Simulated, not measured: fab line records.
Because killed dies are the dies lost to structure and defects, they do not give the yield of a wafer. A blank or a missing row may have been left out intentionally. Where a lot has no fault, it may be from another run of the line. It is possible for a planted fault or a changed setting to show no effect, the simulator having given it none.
Shared-tool check || flow nand harc || 13 lots, 39 wafers sampled

THE REASON FOR OPENING IT
Flagged at NHARC_A_ONON_D1_THK_MEAS_30: reading thk nm, on 2 of 13 lots. No-fault wafers: 998 nm, standard deviation 9.3.
Rule: flag the lot when none of its wafers has a number, or when each of its wafers that has one lies beyond 4 standard deviations from that mean. The rest of the lots are taken to be sound.

{"lot": "L911", "measured": "day 7 21:06", "on": "film metro-02", "thk nm (nm), wafer by wafer": "1000 1000 999", "flag": ""}
{"lot": "L913", "measured": "day 8 11:01", "on": "film metro-01", "thk nm (nm), wafer by wafer": "999 999 998", "flag": ""}
{"lot": "L914", "measured": "day 9 02:02", "on": "film metro-01", "thk nm (nm), wafer by wafer": "987 987 985", "flag": ""}
{"lot": "L916", "measured": "day 9 09:19", "on": "film metro-01", "thk nm (nm), wafer by wafer": "995 993 993", "flag": ""}
{"lot": "L917", "measured": "day 9 21:05", "on": "film metro-02", "thk nm (nm), wafer by wafer": "1009 1012 1009", "flag": ""}
{"lot": "L918", "measured": "day 10 01:53", "on": "film metro-02", "thk nm (nm), wafer by wafer": "993 992 993", "flag": ""}
{"lot": "L920", "measured": "day 10 14:53", "on": "film metro-01", "thk nm (nm), wafer by wafer": "1007 1007 1008", "flag": ""}
{"lot": "L925", "measured": "day 11 07:55", "on": "film metro-01", "thk nm (nm), wafer by wafer": "994 994 994", "flag": ""}
{"lot": "L923", "measured": "day 11 07:56", "on": "film metro-02", "thk nm (nm), wafer by wafer": "991 990 989", "flag": ""}
{"lot": "L929", "measured": "day 12 08:12", "on": "film metro-01", "thk nm (nm), wafer by wafer": "994 994 995", "flag": ""}
{"lot": "L930", "measured": "day 12 14:10", "on": "film metro-02", "thk nm (nm), wafer by wafer": "683 682 680", "flag": "FLAGGED"}
{"lot": "L932", "measured": "day 13 07:14", "on": "film metro-01", "thk nm (nm), wafer by wafer": "647 646 646", "flag": "FLAGGED"}
{"lot": "L934", "measured": "day 14 01:29", "on": "film metro-02", "thk nm (nm), wafer by wafer": "998 998 998", "flag": ""}
The mean of the flagged lots' numbers is 664 nm, -334 nm from the usual (-36 standard deviations).

TOOL THAT RAN EACH LOT
2 process steps preceding the reading are held in the record, out of 1159 steps in the route. Cell contents, in order: the tool; ch with the chambers the sampled wafers went through; the start.
{"lot": "L911", "flag": "", "NHARC_P_BONDPAD_ACTIVATE_29": "rie diel-02 ch 0,1,2, day 6 08:55", "NHARC_A_ONON_D1_DEP_28": "pecvd onon-01 ch 0, day 7 20:35"}
{"lot": "L913", "flag": "", "NHARC_P_BONDPAD_ACTIVATE_29": "rie diel-08 ch 1,3, day 6 23:16", "NHARC_A_ONON_D1_DEP_28": "pecvd onon-02 ch 0, day 8 10:34"}
{"lot": "L914", "flag": "", "NHARC_P_BONDPAD_ACTIVATE_29": "rie diel-08 ch 0,2,3, day 7 12:29", "NHARC_A_ONON_D1_DEP_28": "pecvd onon-01 ch 0, day 9 01:32"}
{"lot": "L916", "flag": "", "NHARC_P_BONDPAD_ACTIVATE_29": "rie diel-04 ch 1,2,3, day 7 20:17", "NHARC_A_ONON_D1_DEP_28": "pecvd onon-03 ch 0, day 9 08:49"}
{"lot": "L917", "flag": "", "NHARC_P_BONDPAD_ACTIVATE_29": "rie diel-08 ch 0,2,3, day 8 07:44", "NHARC_A_ONON_D1_DEP_28": "pecvd onon-02 ch 0, day 9 20:41"}
{"lot": "L918", "flag": "", "NHARC_P_BONDPAD_ACTIVATE_29": "rie diel-08 ch 0,1, day 8 12:52", "NHARC_A_ONON_D1_DEP_28": "pecvd onon-03 ch 0, day 10 01:25"}
{"lot": "L920", "flag": "", "NHARC_P_BONDPAD_ACTIVATE_29": "rie diel-08 ch 0,1,3, day 8 23:40", "NHARC_A_ONON_D1_DEP_28": "pecvd onon-01 ch 0, day 10 14:22"}
{"lot": "L925", "flag": "", "NHARC_P_BONDPAD_ACTIVATE_29": "rie diel-08 ch 0,1,2, day 9 14:10", "NHARC_A_ONON_D1_DEP_28": "pecvd onon-01 ch 0, day 11 07:28"}
{"lot": "L923", "flag": "", "NHARC_P_BONDPAD_ACTIVATE_29": "rie diel-08 ch 0,1,2, day 9 14:59", "NHARC_A_ONON_D1_DEP_28": "pecvd onon-02 ch 0, day 11 07:32"}
{"lot": "L929", "flag": "", "NHARC_P_BONDPAD_ACTIVATE_29": "rie diel-02 ch 0,1,3, day 10 22:33", "NHARC_A_ONON_D1_DEP_28": "pecvd onon-03 ch 0, day 12 07:41"}
{"lot": "L930", "flag": "FLAGGED", "NHARC_P_BONDPAD_ACTIVATE_29": "rie diel-08 ch 0,2, day 11 02:30", "NHARC_A_ONON_D1_DEP_28": "pecvd onon-03 ch 0, day 12 13:43"}
{"lot": "L932", "flag": "FLAGGED", "NHARC_P_BONDPAD_ACTIVATE_29": "rie diel-08 ch 1,2, day 11 17:20", "NHARC_A_ONON_D1_DEP_28": "pecvd onon-03 ch 0, day 13 06:51"}
{"lot": "L934", "flag": "", "NHARC_P_BONDPAD_ACTIVATE_29": "rie diel-08 ch 0,1,3, day 12 08:46", "NHARC_A_ONON_D1_DEP_28": "pecvd onon-02 ch 0, day 14 01:01"}
What is done by these steps:
- NHARC_P_BONDPAD_ACTIVATE_29: chemistry N2, time 60 s.
- NHARC_A_ONON_D1_DEP_28: target thk 1000 nm.
- NHARC_A_ONON_D1_THK_MEAS_30: measures by ellipsometry.

FLAGGED AGAINST TOTAL, ONE TOOL AT A TIME (gauges that did the reading follow at the end)
{"step": "NHARC_P_BONDPAD_ACTIVATE_29", "tool": "rie diel-02", "lots run": 2, "flagged": 0, "share of the flagged lots": "none", "sound lots run after its first flagged lot": "-"}
{"step": "NHARC_P_BONDPAD_ACTIVATE_29", "tool": "rie diel-04", "lots run": 1, "flagged": 0, "share of the flagged lots": "none", "sound lots run after its first flagged lot": "-"}
{"step": "NHARC_P_BONDPAD_ACTIVATE_29", "tool": "rie diel-08", "lots run": 10, "flagged": 2, "share of the flagged lots": "all", "sound lots run after its first flagged lot": "1 (L934)"}
{"step": "NHARC_A_ONON_D1_DEP_28", "tool": "pecvd onon-01", "lots run": 4, "flagged": 0, "share of the flagged lots": "none", "sound lots run after its first flagged lot": "-"}
{"step": "NHARC_A_ONON_D1_DEP_28", "tool": "pecvd onon-02", "lots run": 4, "flagged": 0, "share of the flagged lots": "none", "sound lots run after its first flagged lot": "-"}
{"step": "NHARC_A_ONON_D1_DEP_28", "tool": "pecvd onon-03", "lots run": 5, "flagged": 2, "share of the flagged lots": "all", "sound lots run after its first flagged lot": 0}
{"step": "NHARC_A_ONON_D1_THK_MEAS_30", "tool": "film metro-01", "lots run": 7, "flagged": 1, "share of the flagged lots": "some", "sound lots run after its first flagged lot": 0}
{"step": "NHARC_A_ONON_D1_THK_MEAS_30", "tool": "film metro-02", "lots run": 6, "flagged": 1, "share of the flagged lots": "some", "sound lots run after its first flagged lot": "1 (L934)"}

THE TABLE: WHAT IT ALLOWS
2 rows of the table ran every flagged lot: rie diel-08 at NHARC_P_BONDPAD_ACTIVATE_29, pecvd onon-03 at NHARC_A_ONON_D1_DEP_28.
- rie diel-08 at NHARC_P_BONDPAD_ACTIVATE_29: 2 of its 10 lots flagged. After the first flagged lot (L934), sound lots still ran on it; a lasting fault on the whole tool would not permit that.
- pecvd onon-03 at NHARC_A_ONON_D1_DEP_28: 2 of its 5 lots flagged. Last sound lot L929 at day 12 07:41, first flagged lot L930 at day 12 13:43; a fault beginning in between fits.
One tool is left: pecvd onon-03 at NHARC_A_ONON_D1_DEP_28.

WHAT THE SIMULATOR HAD INSERTED
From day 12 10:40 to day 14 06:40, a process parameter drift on pecvd onon-03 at NHARC_A_ONON_D1_DEP_28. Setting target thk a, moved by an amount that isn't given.
Struck lots among those shown: L930, L932. The rule above reached the same finding.
